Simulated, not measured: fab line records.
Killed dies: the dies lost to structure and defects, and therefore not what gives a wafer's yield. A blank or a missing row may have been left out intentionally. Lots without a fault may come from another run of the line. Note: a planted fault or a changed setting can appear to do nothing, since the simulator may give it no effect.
Matching of chambers || flow nandHarc || 4 sister chambers for NHARC_P_CONTACT_CMP_24 on cmp-01
The step polishes, t overpolish 30 s, target thk 200 nm. 33 wafers are shown with their chamber, then 12 later ones without.

WAFERS, EACH WITH ITS CHAMBER
{"wafer": "L074.1", "chamber": 2, "motorCurrentA (A)": 11.1, "timeToEndpointS (s)": 36, "slurryFilterDpKPa (kPa)": 13.54}
{"wafer": "L074.2", "chamber": 0, "motorCurrentA (A)": 13.8, "timeToEndpointS (s)": 35, "slurryFilterDpKPa (kPa)": 13.48}
{"wafer": "L074.5", "chamber": 3, "motorCurrentA (A)": 11.3, "timeToEndpointS (s)": 36, "slurryFilterDpKPa (kPa)": 13.30}
{"wafer": "L079.3", "chamber": 1, "motorCurrentA (A)": 12.4, "timeToEndpointS (s)": 48, "slurryFilterDpKPa (kPa)": 13.44}
{"wafer": "L079.4", "chamber": 3, "motorCurrentA (A)": 10.6, "timeToEndpointS (s)": 39, "slurryFilterDpKPa (kPa)": 13.76}
{"wafer": "L079.6", "chamber": 1, "motorCurrentA (A)": 12.4, "timeToEndpointS (s)": 45, "slurryFilterDpKPa (kPa)": 13.42}
{"wafer": "L080.2", "chamber": 3, "motorCurrentA (A)": 10.9, "timeToEndpointS (s)": 41, "slurryFilterDpKPa (kPa)": 13.49}
{"wafer": "L080.4", "chamber": 0, "motorCurrentA (A)": 13.4, "timeToEndpointS (s)": 43, "slurryFilterDpKPa (kPa)": 13.46}
{"wafer": "L080.5", "chamber": 1, "motorCurrentA (A)": 12.5, "timeToEndpointS (s)": 46, "slurryFilterDpKPa (kPa)": 13.50}
{"wafer": "L082.2", "chamber": 2, "motorCurrentA (A)": 11.7, "timeToEndpointS (s)": 39, "slurryFilterDpKPa (kPa)": 13.48}
{"wafer": "L082.4", "chamber": 3, "motorCurrentA (A)": 11.7, "timeToEndpointS (s)": 39, "slurryFilterDpKPa (kPa)": 13.33}
{"wafer": "L082.6", "chamber": 3, "motorCurrentA (A)": 11.1, "timeToEndpointS (s)": 35, "slurryFilterDpKPa (kPa)": 13.58}
{"wafer": "L083.2", "chamber": 1, "motorCurrentA (A)": 12.5, "timeToEndpointS (s)": 44, "slurryFilterDpKPa (kPa)": 13.54}
{"wafer": "L083.3", "chamber": 3, "motorCurrentA (A)": 11.7, "timeToEndpointS (s)": 36, "slurryFilterDpKPa (kPa)": 13.25}
{"wafer": "L083.5", "chamber": 0, "motorCurrentA (A)": 13.2, "timeToEndpointS (s)": 36, "slurryFilterDpKPa (kPa)": 13.41}
{"wafer": "L084.1", "chamber": 3, "motorCurrentA (A)": 11.5, "timeToEndpointS (s)": 38, "slurryFilterDpKPa (kPa)": 13.37}
{"wafer": "L084.2", "chamber": 1, "motorCurrentA (A)": 12.6, "timeToEndpointS (s)": 47, "slurryFilterDpKPa (kPa)": 13.74}
{"wafer": "L084.3", "chamber": 0, "motorCurrentA (A)": 13.0, "timeToEndpointS (s)": 38, "slurryFilterDpKPa (kPa)": 13.33}
{"wafer": "L089.2", "chamber": 0, "motorCurrentA (A)": 13.4, "timeToEndpointS (s)": 38, "slurryFilterDpKPa (kPa)": 13.45}
{"wafer": "L089.4", "chamber": 1, "motorCurrentA (A)": 12.3, "timeToEndpointS (s)": 45, "slurryFilterDpKPa (kPa)": 13.57}
{"wafer": "L089.5", "chamber": 3, "motorCurrentA (A)": 11.2, "timeToEndpointS (s)": 39, "slurryFilterDpKPa (kPa)": 13.75}
{"wafer": "L088.3", "chamber": 2, "motorCurrentA (A)": 10.8, "timeToEndpointS (s)": 39, "slurryFilterDpKPa (kPa)": 13.46}
{"wafer": "L088.5", "chamber": 2, "motorCurrentA (A)": 10.8, "timeToEndpointS (s)": 39, "slurryFilterDpKPa (kPa)": 13.61}
{"wafer": "L088.6", "chamber": 3, "motorCurrentA (A)": 11.0, "timeToEndpointS (s)": 40, "slurryFilterDpKPa (kPa)": 13.32}
{"wafer": "L090.1", "chamber": 0, "motorCurrentA (A)": 12.8, "timeToEndpointS (s)": 40, "slurryFilterDpKPa (kPa)": 13.33}
{"wafer": "L090.2", "chamber": 2, "motorCurrentA (A)": 10.8, "timeToEndpointS (s)": 40, "slurryFilterDpKPa (kPa)": 13.55}
{"wafer": "L090.3", "chamber": 3, "motorCurrentA (A)": 11.0, "timeToEndpointS (s)": 40, "slurryFilterDpKPa (kPa)": 13.53}
{"wafer": "L091.2", "chamber": 3, "motorCurrentA (A)": 11.0, "timeToEndpointS (s)": 40, "slurryFilterDpKPa (kPa)": 13.50}
{"wafer": "L091.3", "chamber": 2, "motorCurrentA (A)": 11.0, "timeToEndpointS (s)": 37, "slurryFilterDpKPa (kPa)": 13.66}
{"wafer": "L091.6", "chamber": 3, "motorCurrentA (A)": 11.4, "timeToEndpointS (s)": 39, "slurryFilterDpKPa (kPa)": 13.56}
{"wafer": "L092.1", "chamber": 3, "motorCurrentA (A)": 11.0, "timeToEndpointS (s)": 36, "slurryFilterDpKPa (kPa)": 13.46}
{"wafer": "L092.3", "chamber": 1, "motorCurrentA (A)": 12.1, "timeToEndpointS (s)": 45, "slurryFilterDpKPa (kPa)": 13.30}
{"wafer": "L092.5", "chamber": 2, "motorCurrentA (A)": 11.4, "timeToEndpointS (s)": 38, "slurryFilterDpKPa (kPa)": 13.32}

SIGNATURES (means of the wafers above)
{"reading": "motorCurrentA", "chamber 0": 13.267, "chamber 1": 12.400, "chamber 2": 11.086, "chamber 3": 11.185, "scatter within a chamber": 0.308}
{"reading": "timeToEndpointS", "chamber 0": 38.33, "chamber 1": 45.71, "chamber 2": 38.29, "chamber 3": 38.31, "scatter within a chamber": 1.94}
{"reading": "slurryFilterDpKPa", "chamber 0": 13.4100, "chamber 1": 13.5014, "chamber 2": 13.5171, "chamber 3": 13.4769, "scatter within a chamber": 0.135}
Rule: for each reading, subtract the chamber's mean from the wafer's reading, divide by that reading's scatter and square the result; add these up over the readings and take the root, which gives the wafer's distance from the chamber. If the next closest chamber is less than 2 further off than the closest, the wafer can't be placed; otherwise it belongs to the closest. The scatter: take each reading less its chamber's mean, square it, sum over the shown wafers, divide by the number of wafers less the number of chambers, and take the root.

WAFERS WITHOUT THEIR CHAMBER
{"wafer": "L093.3", "motorCurrentA (A)": 10.5, "timeToEndpointS (s)": 39, "slurryFilterDpKPa (kPa)": 13.48}
{"wafer": "L093.5", "motorCurrentA (A)": 13.5, "timeToEndpointS (s)": 39, "slurryFilterDpKPa (kPa)": 13.70}
{"wafer": "L093.6", "motorCurrentA (A)": 11.4, "timeToEndpointS (s)": 41, "slurryFilterDpKPa (kPa)": 13.66}
{"wafer": "L094.1", "motorCurrentA (A)": 11.1, "timeToEndpointS (s)": 39, "slurryFilterDpKPa (kPa)": 13.48}
{"wafer": "L094.4", "motorCurrentA (A)": 12.3, "timeToEndpointS (s)": 45, "slurryFilterDpKPa (kPa)": 13.49}
{"wafer": "L094.5", "motorCurrentA (A)": 11.9, "timeToEndpointS (s)": 44, "slurryFilterDpKPa (kPa)": 13.45}
{"wafer": "L095.1", "motorCurrentA (A)": 11.2, "timeToEndpointS (s)": 38, "slurryFilterDpKPa (kPa)": 13.61}
{"wafer": "L095.4", "motorCurrentA (A)": 12.3, "timeToEndpointS (s)": 46, "slurryFilterDpKPa (kPa)": 13.60}
{"wafer": "L095.5", "motorCurrentA (A)": 11.4, "timeToEndpointS (s)": 40, "slurryFilterDpKPa (kPa)": 13.51}
{"wafer": "L097.1", "motorCurrentA (A)": 11.3, "timeToEndpointS (s)": 35, "slurryFilterDpKPa (kPa)": 13.67}
{"wafer": "L097.3", "motorCurrentA (A)": 11.1, "timeToEndpointS (s)": 37, "slurryFilterDpKPa (kPa)": 13.64}
{"wafer": "L097.4", "motorCurrentA (A)": 13.2, "timeToEndpointS (s)": 37, "slurryFilterDpKPa (kPa)": 13.24}

WHICH CHAMBER EACH WENT THROUGH
{"wafer": "L093.3", "from the rows above": "can't be placed: 2 or 3", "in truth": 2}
{"wafer": "L093.5", "from the rows above": 0, "in truth": 0}
{"wafer": "L093.6", "from the rows above": "can't be placed: 2 or 3", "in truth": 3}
{"wafer": "L094.1", "from the rows above": "can't be placed: 3 or 2", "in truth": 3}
{"wafer": "L094.4", "from the rows above": 1, "in truth": 1}
{"wafer": "L094.5", "from the rows above": "can't be placed: 1 or 3", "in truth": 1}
{"wafer": "L095.1", "from the rows above": "can't be placed: 2 or 3", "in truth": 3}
{"wafer": "L095.4", "from the rows above": 1, "in truth": 1}
{"wafer": "L095.5", "from the rows above": "can't be placed: 3 or 2", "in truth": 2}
{"wafer": "L097.1", "from the rows above": "can't be placed: 2 or 3", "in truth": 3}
{"wafer": "L097.3", "from the rows above": "can't be placed: 2 or 3", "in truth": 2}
{"wafer": "L097.4", "from the rows above": 0, "in truth": 0}
Placed correctly: 4 of 12. Unplaceable from these rows: 8, with the true chamber sitting among the candidates in 8. Number placed wrongly: 0.
